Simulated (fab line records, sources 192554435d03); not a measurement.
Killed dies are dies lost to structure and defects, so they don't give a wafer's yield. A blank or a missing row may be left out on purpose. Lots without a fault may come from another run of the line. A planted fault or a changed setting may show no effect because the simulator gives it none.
Problem report in the 8D (eight disciplines) form, filled by code | flow n5_finfet | the parts of the form that need people (team, actions taken, sign-off) are left out

1. THE PROBLEM
spin_speed_rpm at N5_BEOL_M5_COAT_05 reads a mean of 1589.7 rpm on 6 wafers of 2 lots; wafers without a fault read 1499.9 rpm with a standard deviation of 0.95. That is +95 standard deviations from the usual mean.
The step: resist thk 30 nm.
First seen on wafer L972.1, day 11 09:32, on litho_track-05. The record holds 33 wafers of 11 lots with a number at this step. Rule for "out", or "out of limits": more than 4 standard deviations from the usual mean. The other wafers with a number count as sound.

2. WHAT IT IS AND WHAT IT IS NOT
question                    | is                     | is not
which readings at this step | spin_speed_rpm         | -
which lots                  | L972, L973             | L960, L961, L962, L963, L964, L965, L978, L979, L982
which wafers of those lots  | all that have a number | -
read on which tools         | litho_track-05         | litho_track-02, litho_track-04
when                        | from day 11 09:32      | up to then (18 sound wafers); but 9 sound wafers of L978, L979, L982 came after

3. SUSPECTS, AND WHAT RULES EACH OUT
Counting: a tool at a process step up to the reading stays a suspect if it ran every lot that is out and no sound lot after the first of them.
- pvd_sputter-03 at N5_BEOL_M4_ANNEAL_87 (time 240 s): ruled out as a lasting fault. Sound lots L978, L982 ran on it after its first lot that is out, L972 (day 11 04:52).
- pvd_sputter-03 at N5_BEOL_M4_SPUTTER_92 (material Cu, target thk 4.5 nm, time 8.29 s): ruled out as a lasting fault. Sound lots L978, L982 ran on it after its first lot that is out, L972 (day 11 05:26).
- litho_track-05 at N5_BEOL_M5_COAT_05 (resist thk 30 nm): kept. It ran every lot that is out, first L972 (day 11 09:32), and no sound lot after that; its last sound lot up to then is L965 (day 9 10:56). Its own readings are out on those wafers: spin_speed_rpm.
Left after counting: litho_track-05 at N5_BEOL_M5_COAT_05.

4. THE CAUSE (what the simulator had put in)
Process parameter drift: litho_track-05, from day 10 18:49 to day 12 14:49, at N5_BEOL_M5_COAT_05. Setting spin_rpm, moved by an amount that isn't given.
Counting left only this tool.

5. THE CHAIN OF EFFECTS, in route order
Each row: a reading whose mean over the struck wafers that have a number lies more than 3 standard deviations from the usual. Only readings for which the record gives a usual standard deviation are gone through. hours: the time from each lot's start at the first step in this table that gives one to its start at this step, as a median over the lots. sigmas: the change in usual standard deviations.
hours | step               | reading        | usual      | on struck wafers | change | sigmas
0     | N5_BEOL_M5_COAT_05 | spin_speed_rpm | 1499.9 rpm | 1589.7           | +89.8  | +95
The process steps in it:
- N5_BEOL_M5_COAT_05: resist thk 30 nm.

6. WHAT WOULD HAVE CAUGHT IT SOONER
In this record the first reading out of limits was taken at day 11 09:32, 15 hours after the fault began at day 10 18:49.
